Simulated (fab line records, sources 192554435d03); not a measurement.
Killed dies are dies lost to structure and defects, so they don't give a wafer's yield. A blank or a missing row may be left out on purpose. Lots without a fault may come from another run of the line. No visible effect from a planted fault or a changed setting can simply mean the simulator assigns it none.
Chamber matching ; flow n5 finfet ; rie diel-03 running N5_BEOL_M6_DESCUM_16: 4 sister chambers
The step chemistry O2, time 7.9 s. 4 wafers are shown with their chamber, then 7 later ones without.

WAFERS PAIRED WITH THEIR CHAMBERS
wafer;chamber;showerhead plenum p Torr (Torr)
L935.1;3;1.99
L936.1;2;2.05
L938.3;0;2.20
L938.5;1;2.04

WAFERS MISSING THEIR CHAMBER
wafer;showerhead plenum p Torr (Torr)
L938.6;2.05
L944.1;2.05
L944.5;2.05
L944.6;2.04
L946.3;2.04
L946.4;2.05
L946.6;2.19

EACH ONE'S CHAMBER
wafer;from the rows above;in truth
L938.6;2;2
L944.1;2;2
L944.5;2;2
L944.6;1;1
L946.3;1;1
L946.4;2;2
L946.6;0;0
7 of 7 placed correctly. From these rows, 0 cannot be placed. Number placed wrongly: 0.
How it was worked out, from the rows above alone: a wafer's distance from a chamber is the root of the sum, over the readings, of the square of ((its reading less the chamber's mean) divided by the reading's scatter). If the next closest chamber is less than 2 further off than the closest, the wafer can't be placed; otherwise it belongs to the closest. Each chamber's mean is taken over the wafers shown for it. The scatter (one wafer shown for each chamber): square how far every hidden wafer sits from the nearest shown wafer, average those squares and take the square root.
